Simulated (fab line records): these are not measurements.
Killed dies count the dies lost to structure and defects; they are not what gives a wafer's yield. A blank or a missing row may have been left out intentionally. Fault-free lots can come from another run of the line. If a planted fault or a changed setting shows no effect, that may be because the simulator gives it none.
Which tool did it? + flow n5Finfet + 72 wafers from 24 lots sampled at 3 of the route's 1938 steps

## WHAT THE GAUGES SHOWED, per wafer
N5_BEOL_M4_CD_MEAS_35: target cd 18 nm, target cd y 22.4 nm.
| lot  | measured     | on       | cdNm (nm)      |
|------|--------------|----------|----------------|
| L076 | day 11 19:07 | cdSem-02 | 18.1 17.9 18.3 |
| L074 | day 12 01:53 | cdSem-03 | 17.9 17.9 17.1 |
| L075 | day 12 05:45 | cdSem-03 | 18.2 18.6 17.9 |
| L077 | day 12 08:37 | cdSem-02 | 18.9 18.9 18.1 |
| L078 | day 12 08:45 | cdSem-02 | 17.9 17.5 17.0 |
| L079 | day 12 12:50 | cdSem-02 | 17.1 18.2 18.0 |
| L081 | day 13 06:58 | cdSem-03 | 18.7 18.8 18.6 |
| L080 | day 13 13:34 | cdSem-01 | 17.6 17.8 16.9 |
| L082 | day 13 13:44 | cdSem-03 | 18.9 17.0 18.1 |
| L083 | day 13 17:40 | cdSem-02 | 17.7 17.6 17.8 |
| L085 | day 14 00:16 | cdSem-03 | 18.3 18.4 18.6 |
| L084 | day 14 06:32 | cdSem-01 | 18.7 17.0 17.1 |
| L086 | day 14 11:08 | cdSem-01 | 18.1 18.4 18.3 |
| L088 | day 15 08:02 | cdSem-03 | 18.1 18.6 17.8 |
| L087 | day 15 12:49 | cdSem-02 | 17.9 17.3 17.5 |
| L089 | day 15 03:39 | cdSem-02 | 18.7 17.5 18.8 |
| L090 | day 15 17:39 | cdSem-02 | 18.6 18.1 18.1 |
| L091 | day 15 08:13 | cdSem-02 | 17.3 18.0 17.6 |
| L092 | day 15 17:53 | cdSem-02 | 17.9 18.7 17.6 |
| L093 | day 16 13:11 | cdSem-02 | 17.5 18.1 17.8 |
| L094 | day 16 21:37 | cdSem-03 | 17.7 17.9 17.6 |
| L095 | day 16 21:40 | cdSem-01 | 18.3 17.5 17.1 |
| L096 | day 17 01:03 | cdSem-03 | 17.6 17.7 17.5 |
| L097 | day 17 13:51 | cdSem-01 | 19.0 18.3 18.9 |

## TOOL THAT RAN EACH LOT (tool first, then ch and the chambers of the sampled wafers, then the start)
| lot  | N5_BEOL_M4_ETCH_77                | N5_BEOL_M4_ETCH_41                           |
|------|-----------------------------------|----------------------------------------------|
| L076 | rieDiel-04 ch 2,3, day 10 02:34   | rieDiel-01 ch 0,3, day 11 19:07 or earlier   |
| L074 | rieDiel-01 ch 0,2,3, day 10 08:33 | rieDiel-01 ch 0,2,3, day 12 01:53 or earlier |
| L075 | rieDiel-01 ch 2,3, day 10 13:56   | rieDiel-01 ch 0,1,2, day 12 05:45 or earlier |
| L077 | rieDiel-01 ch 0,2, day 10 16:51   | rieDiel-01 ch 0,2, day 12 08:37 or earlier   |
| L078 | rieDiel-05 ch 0,2,3, day 10 18:04 | rieDiel-05 ch 0,1,3, day 12 08:45 or earlier |
| L079 | rieDiel-05 ch 0,2,3, day 10 18:19 | rieDiel-01 ch 0,2,3, day 12 12:50 or earlier |
| L081 | rieDiel-05 ch 1,3, day 10 21:56   | rieDiel-05 ch 0,2, day 13 06:58 or earlier   |
| L080 | rieDiel-05 ch 2,3, day 11 07:50   | rieDiel-01 ch 1,2,3, day 13 13:34 or earlier |
| L082 | rieDiel-01 ch 0,1,2, day 11 12:08 | rieDiel-05 ch 1,2,3, day 13 13:44 or earlier |
| L083 | rieDiel-05 ch 1,2, day 11 12:25   | rieDiel-01 ch 1,2,3, day 13 17:40 or earlier |
| L085 | rieDiel-05 ch 1,3, day 11 21:29   | rieDiel-05 ch 1,3, day 14 00:16 or earlier   |
| L084 | rieDiel-04 ch 0,2,3, day 12 04:35 | rieDiel-01 ch 0,1,3, day 14 06:32 or earlier |
| L086 | rieDiel-05 ch 0,1,2, day 12 07:23 | rieDiel-01 ch 0,3, day 14 11:08 or earlier   |
| L088 | rieDiel-01 ch 0,3, day 13 13:55   | rieDiel-01 ch 0,1,3, day 15 08:02 or earlier |
| L087 | rieDiel-05 ch 0,1, day 13 13:57   | rieDiel-04 ch 2,3, day 15 12:49 or earlier   |
| L089 | rieDiel-05 ch 0,2, day 13 14:43   | rieDiel-01 ch 0,1,3, day 15 03:39 or earlier |
| L090 | rieDiel-05 ch 0,1,2, day 13 17:47 | rieDiel-05 ch 0,2,3, day 15 17:39 or earlier |
| L091 | rieDiel-05 ch 0,1, day 14 00:07   | rieDiel-04 ch 1,3, day 15 08:13 or earlier   |
| L092 | rieDiel-01 ch 0,2,3, day 14 04:41 | rieDiel-01 ch 1,2,3, day 15 17:53 or earlier |
| L093 | rieDiel-05 ch 0,2, day 14 05:48   | rieDiel-01 ch 0,3, day 16 13:11 or earlier   |
| L094 | rieDiel-05 ch 0,1,2, day 14 17:48 | rieDiel-04 ch 0,1,3, day 16 21:37 or earlier |
| L095 | rieDiel-01 ch 0,2, day 14 22:17   | rieDiel-05 ch 1,2,3, day 16 21:40 or earlier |
| L096 | rieDiel-01 ch 0,3, day 15 13:37   | rieDiel-01 ch 0,1,2, day 17 01:03 or earlier |
| L097 | rieDiel-05 ch 2,3, day 15 19:26   | rieDiel-04 ch 0,3, day 17 13:51 or earlier   |
- N5_BEOL_M4_ETCH_77: etches underlayer in N2/H2, target depth 6.5 nm, time 5.2 s.
- N5_BEOL_M4_ETCH_41: etches SiCN in CH3F/O2, target depth 29.9 nm, time 52.5 s.

## AS READ BY THE TOOLS THEMSELVES (means over the sampled wafers that have a number; for cases with no such wafer, the mark the record gives instead)
N5_BEOL_M4_ETCH_77.
| lot  | tool       | drypumpMotorCurrentA (A) | etchRfOnTimeS (s) | h2FlowSccm (sccm) | oesProductAu (a.u.) | rfVppV (V) | showerheadPlenumPTorr (Torr) | throttleValvePct (%) |
|------|------------|--------------------------|-------------------|-------------------|---------------------|------------|------------------------------|----------------------|
| L076 | rieDiel-04 | 5.7                      | 5.08              | 199.9             | 0.64                | 525.1      | 2.56                         | 17.78                |
| L074 | rieDiel-01 | 6.1                      | 5.26              | 199.6             | 0.64                | 524.8      | 2.59                         | 17.82                |
| L075 | rieDiel-01 | 5.8                      | 5.14              | 199.8             | 0.62                | 522.8      | 2.53                         | 17.73                |
| L077 | rieDiel-01 | 6.0                      | 5.18              | 200.3             | 0.66                | 526.3      | 2.65                         | 17.97                |
| L078 | rieDiel-05 | 6.1                      | 5.13              | 200.0             | 0.71                | 526.0      | 2.64                         | 17.54                |
| L079 | rieDiel-05 | 6.1                      | 5.15              | 200.2             | 0.71                | 527.8      | 2.64                         | 17.55                |
| L081 | rieDiel-05 | 6.4                      | 5.00              | 200.2             | 0.75                | 527.8      | 2.70                         | 17.90                |
| L080 | rieDiel-05 | 6.4                      | 5.18              | 199.5             | 0.72                | 526.8      | 2.64                         | 17.59                |
| L082 | rieDiel-01 | 5.9                      | 5.20              | 200.3             | 0.70                | 524.3      | 2.57                         | 17.90                |
| L083 | rieDiel-05 | 6.1                      | 5.13              | 199.4             | 0.74                | 527.4      | 2.67                         | 18.02                |
| L085 | rieDiel-05 | 6.5                      | 5.05              | 199.8             | 0.73                | 529.4      | 2.68                         | 17.71                |
| L084 | rieDiel-04 | 5.5                      | 5.01              | 200.4             | 0.68                | 522.6      | 2.54                         | 17.86                |
| L086 | rieDiel-05 | 5.9                      | 5.11              | 200.4             | 0.71                | 525.9      | 2.65                         | 17.75                |
| L088 | rieDiel-01 | 6.3                      | 5.32              | 200.5             | 0.64                | 526.5      | 2.63                         | 17.97                |
| L087 | rieDiel-05 | 6.0                      | 5.04              | 199.9             | 0.70                | 527.3      | 2.68                         | 17.90                |
| L089 | rieDiel-05 | 5.8                      | 5.22              | 200.1             | 0.68                | 525.6      | 2.60                         | 17.66                |
| L090 | rieDiel-05 | 5.9                      | 5.20              | 200.5             | 0.69                | 526.6      | 2.64                         | 17.79                |
| L091 | rieDiel-05 | 6.0                      | 5.07              | 199.9             | 0.71                | 526.3      | 2.68                         | 17.92                |
| L092 | rieDiel-01 | 6.1                      | 5.32              | 199.6             | 0.61                | 524.4      | 2.57                         | 17.88                |
| L093 | rieDiel-05 | 5.8                      | 5.24              | 199.9             | 0.66                | 524.6      | 2.59                         | 17.69                |
| L094 | rieDiel-05 | 5.9                      | 5.15              | 200.1             | 0.69                | 525.3      | 2.64                         | 17.81                |
| L095 | rieDiel-01 | 5.8                      | 5.20              | 200.2             | 0.61                | 524.0      | 2.58                         | 17.93                |
| L096 | rieDiel-01 | 6.3                      | 5.34              | 199.5             | 0.62                | 525.2      | 2.63                         | 18.00                |
| L097 | rieDiel-05 | 6.4                      | 5.13              | 199.6             | 0.68                | 526.5      | 2.63                         | 17.65                |

N5_BEOL_M4_ETCH_41.
| lot  | tool       | O2_flow_sccm (sccm) | drypumpMotorCurrentA (A) | oesProductAu (a.u.) | rfVppV (V) | showerheadPlenumPTorr (Torr) | throttleValvePct (%) |
|------|------------|---------------------|--------------------------|---------------------|------------|------------------------------|----------------------|
| L076 | rieDiel-01 | 20.01               | 6.3                      | 0.76                | 299.1      | 2.07                         | 16.27                |
| L074 | rieDiel-01 | 20.07               | 6.1                      | 0.74                | 297.7      | 2.02                         | 16.25                |
| L075 | rieDiel-01 | 20.03               | 5.9                      | 0.81                | 298.3      | 2.02                         | 16.24                |
| L077 | rieDiel-01 | 19.99               | 6.0                      | 0.76                | 298.4      | 2.07                         | 16.33                |
| L078 | rieDiel-05 | 20.01               | 6.2                      | 0.83                | 299.7      | 2.12                         | 16.21                |
| L079 | rieDiel-01 | 19.99               | 6.1                      | 0.74                | 297.6      | 2.02                         | 16.26                |
| L081 | rieDiel-05 | 20.05               | 5.7                      | 0.78                | 298.1      | 2.07                         | 16.09                |
| L080 | rieDiel-01 | 19.94               | 5.9                      | 0.77                | 296.6      | 1.96                         | 16.18                |
| L082 | rieDiel-05 | 20.03               | 6.2                      | 0.82                | 298.3      | 2.08                         | 16.24                |
| L083 | rieDiel-01 | 19.99               | 6.0                      | 0.77                | 297.1      | 1.96                         | 16.18                |
| L085 | rieDiel-05 | 20.00               | 6.5                      | 0.82                | 299.4      | 2.12                         | 16.29                |
| L084 | rieDiel-01 | 20.05               | 6.2                      | 0.79                | 296.9      | 2.00                         | 16.23                |
| L086 | rieDiel-01 | 19.99               | 6.3                      | 0.71                | 297.3      | 2.01                         | 16.25                |
| L088 | rieDiel-01 | 20.04               | 6.2                      | 0.77                | 298.0      | 2.00                         | 16.25                |
| L087 | rieDiel-04 | 20.05               | 5.7                      | 0.89                | 297.6      | 2.01                         | 16.03                |
| L089 | rieDiel-01 | 19.97               | 6.2                      | 0.78                | 297.7      | 2.00                         | 16.24                |
| L090 | rieDiel-05 | 19.95               | 6.0                      | 0.77                | 298.1      | 2.07                         | 16.18                |
| L091 | rieDiel-04 | 19.94               | 6.1                      | 0.89                | 298.4      | 2.03                         | 16.22                |
| L092 | rieDiel-01 | 19.99               | 5.9                      | 0.74                | 296.9      | 1.96                         | 16.22                |
| L093 | rieDiel-01 | 19.94               | 6.3                      | 0.72                | 298.6      | 2.05                         | 16.35                |
| L094 | rieDiel-04 | 19.99               | 5.7                      | 0.88                | 297.0      | 2.00                         | 16.16                |
| L095 | rieDiel-05 | 19.96               | 6.2                      | 0.78                | 298.5      | 2.07                         | 16.30                |
| L096 | rieDiel-01 | 20.01               | 5.9                      | 0.85                | 296.9      | 2.00                         | 16.18                |
| L097 | rieDiel-04 | 19.99               | 5.3                      | 0.88                | 296.6      | 1.96                         | 16.07                |

## THE ANSWER, worked out from the rows above alone
Rule: the lots themselves supply what counts as usual. The widest of any qualifying gaps counts: lots, ordered by their means at a reading, are off when they make up no more than a third of the lots, leave a main group of 4 or more, and stand apart from it by 3 or more times the standard deviation of that group's means. A main group whose means are all the same, to the digits that the tables above print for the reading, isn't used. Also off: a lot with no number at a reading for which 4 or more lots have one. Where the step has rows for the other lots, those lots are counted as sound. The gauges are gone through in route order, then the tools' own readings, and for those a lot's mean is taken as printed above. The first step at which some lot is off is used, and at that step the reading that is off furthest; a lot without a number counts as furthest.
No lot is off on any of the readings shown, so nothing can be concluded from this.

## WHAT THE SIMULATOR HAD INSERTED
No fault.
